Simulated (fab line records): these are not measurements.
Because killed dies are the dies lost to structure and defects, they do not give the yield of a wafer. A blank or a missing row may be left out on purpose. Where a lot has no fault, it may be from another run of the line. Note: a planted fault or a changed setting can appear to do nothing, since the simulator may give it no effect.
Matching of chambers | flow n5-finfet | ald-sin-03 running N5_DUMMY_GATE_ALD_02: 4 sister chambers
The step deposits SiO2, target thk 2 nm, pulse time 1 s. 18 wafers are shown with their chamber, then 9 later ones without.

## WAFERS PAIRED WITH THEIR CHAMBERS
wafer  | chamber | heater-power-w (W) | precursor-pulse-height-rel
L074.2 | 3       | 461                | 1.004
L074.3 | 0       | 521                | 1.015
L074.5 | 2       | 477                | 1.040
L077.1 | 2       | 473                | 0.983
L077.4 | 1       | 430                | 1.009
L077.5 | 1       | 421                | 1.020
L079.1 | 1       | 428                | 0.981
L079.4 | 1       | 437                | 1.011
L079.6 | 0       | 531                | 1.016
L086.1 | 1       | 422                | 0.959
L086.2 | 3       | 436                | 1.003
L086.4 | 2       | 488                | 1.014
L088.2 | 0       | 523                | 1.018
L088.3 | 2       | 478                | 1.002
L088.5 | 2       | 474                | 1.033
L091.1 | 2       | 490                | 1.004
L091.2 | 1       | 427                | 1.003
L091.4 | 0       | 527                | 1.008

SIGNATURES (means of the wafers above)
reading                    | chamber 0 | chamber 1 | chamber 2 | chamber 3 | scatter within a chamber
heater-power-w             | 525.50    | 427.50    | 480.00    | 448.50    | 7.57
precursor-pulse-height-rel | 1.01425   | 0.99717   | 1.01267   | 1.00350   | 0.0187
Rule: for a wafer and a chamber, the distance is found by dividing, reading by reading, the gap between the wafer's reading and the chamber's mean by the reading's scatter, squaring, summing and taking the root. If the next closest chamber is less than 2 further off than the closest, the wafer can't be placed; otherwise it belongs to the closest. The scatter: the root of (the sum of the squares of (reading less its chamber's mean) over the shown wafers, divided by (wafers less chambers)).

## WAFERS WHOSE CHAMBER IS MISSING
wafer  | heater-power-w (W) | precursor-pulse-height-rel
L092.4 | 490                | 1.015
L092.5 | 528                | 0.990
L092.6 | 453                | 1.028
L094.1 | 521                | 1.010
L094.2 | 421                | 0.977
L094.3 | 445                | 0.990
L096.1 | 468                | 1.003
L096.5 | 422                | 1.006
L096.6 | 496                | 1.017

## WHICH CHAMBER EACH WENT THROUGH
wafer  | from the rows above     | in truth
L092.4 | 2                       | 2
L092.5 | 0                       | 0
L092.6 | 3                       | 3
L094.1 | 0                       | 0
L094.2 | 1                       | 1
L094.3 | can't be placed: 3 or 1 | 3
L096.1 | can't be placed: 2 or 3 | 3
L096.5 | 1                       | 1
L096.6 | can't be placed: 2 or 0 | 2
Placed correctly: 6 of 9. These rows do not allow placing 3 (true chamber among the candidates in 3). 0 placed wrongly.
